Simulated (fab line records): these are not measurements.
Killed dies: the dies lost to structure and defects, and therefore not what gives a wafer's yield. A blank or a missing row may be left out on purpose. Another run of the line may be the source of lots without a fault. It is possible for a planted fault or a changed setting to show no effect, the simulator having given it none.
One fault through the eyes of 2 desks | flow n5 finfet | each desk holds nothing but its own numbers, with what lay behind them at the end

AT THE TOOL OWNER'S DESK: hp anneal-01
Per lot that ran on this tool, the mean of the sampled wafers carrying a number, from the tool's own readings at N5_MOL_CONTACT_COAG_ANNEAL_112 (time 1800 s). If a lot's mean is further than 4 standard deviations from the usual mean, the lot is out of limits and carries the mark OUT (the distance appears in the brackets).
Columns: A = pressure atm at N5_MOL_CONTACT_COAG_ANNEAL_112, usual 10.001; B = spike tc bottom C at N5_MOL_CONTACT_COAG_ANNEAL_112, usual 421.6 C; C = spike tc upper C at N5_MOL_CONTACT_COAG_ANNEAL_112, usual 400.7 C; D = wafer_temp_C_max at N5_MOL_CONTACT_COAG_ANNEAL_112, usual 401.5
lot  | first seen here | A      | B     | C     | D
L323 | day 5 05:18     | 10.012 | 422.4 | 399.3 | 401.3
L326 | day 6 02:21     | 10.014 | 421.7 | 401.5 | 401.6
L341 | day 9 17:09     | 10.003 | 421.1 | 400.7 | 401.8
L342 | day 10 00:52    | 9.984  | 421.5 | 400.8 | 401.5
L344 | day 10 13:01    | 10.014 | 421.5 | 401.0 | 401.9
L345 | day 10 22:08    | 9.990  | 421.7 | 400.8 | 401.6
L346 | day 11 01:08    | 10.003 | 421.8 | 400.4 | 401.9
This desk found nothing out of limits on any of the 7 lots.

METROLOGY DESK
Lot by lot, what the gauges showed, no matter which tool ran the lot: averages of those sampled wafers that carry a number. If a lot's mean is further than 4 standard deviations from the usual mean, the lot is out of limits and carries the mark OUT (the distance appears in the brackets). Shown are 7 of the 16 readings it has, namely the first that went out of limits plus those furthest out on some lot.
Columns: A = IOFF_N_LONG at N5_BEOL_M4_RC_MEAS_101, usual 5.47e-05 nA/um; B = ION_P at N5_BEOL_M4_RC_MEAS_101, usual 459 uA/um; C = SS_P at N5_BEOL_M4_RC_MEAS_101, usual 73.4 mV/dec; D = VT_N_LONG at N5_BEOL_M4_RC_MEAS_101, usual 275.4 mV; E = VT_P at N5_BEOL_M4_RC_MEAS_101, usual -251 mV; F = VT_P_LONG at N5_BEOL_M4_RC_MEAS_101, usual -277.1 mV; G = VT_P_LVT at N5_BEOL_M4_RC_MEAS_101, usual -99 mV
lot  | first seen here | A                   | B              | C               | D                | E               | F                | G
L323 | day 8 11:45     | 5.24e-05            | 464            | 74.2            | 277.0            | -250            | -277.8           | -98
L326 | day 9 13:48     | 5.82e-05            | 461            | 73.4            | 272.7            | -248            | -273.9           | -95
L334 | day 10 18:41    | 7.80e-05 (+12) OUT  | 391 (-7.4) OUT | 80.7 (+8.2) OUT | 291.7 (+9.6) OUT | -285 (-9.1) OUT | -310.6 (-13) OUT | -133 (-10) OUT
L333 | day 10 18:53    | 7.29e-05 (+9.6) OUT | 381 (-8.5) OUT | 81.0 (+8.6) OUT | 295.6 (+12) OUT  | -287 (-9.8) OUT | -312.4 (-14) OUT | -136 (-11) OUT
L341 | day 12 16:34    | 5.81e-05            | 468            | 73.5            | 276.9            | -246            | -272.4           | -96
L342 | day 12 21:28    | 5.44e-05            | 466            | 75.2            | 276.0            | -246            | -280.0           | -96
L344 | day 13 21:18    | 5.52e-05            | 459            | 73.2            | 273.7            | -254            | -279.1           | -100
L345 | day 13 21:37    | 5.52e-05            | 454            | 73.1            | 275.1            | -256            | -281.1           | -104
L346 | day 14 00:27    | 5.15e-05            | 455            | 73.4            | 276.8            | -253            | -277.7           | -101
This desk reports L333, L334 out of limits; the earliest was L334 at day 10 18:41 (IOFF_N_LONG at N5_BEOL_M4_RC_MEAS_101). L323, L326, L341, L342, L344, L345, L346: within limits.

TAKEN TOGETHER
At day 10 18:41 the metrology desk could have sounded an alarm, on L333, L334.
Nothing out of limits was seen by the tool owner's desk.
The tool owner's desk has no number on record for L333, L334.
The lots listed all ran N5_MOL_CONTACT_COAG_ANNEAL_112 on hp anneal-01.

WHAT HAD BEEN PUT IN BY THE SIMULATOR
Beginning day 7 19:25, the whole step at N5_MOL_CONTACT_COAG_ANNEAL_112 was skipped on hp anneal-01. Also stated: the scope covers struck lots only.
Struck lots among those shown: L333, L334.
Time in hours between the start of the fault and the first out-of-limits reading at each desk: metrology desk, 71.
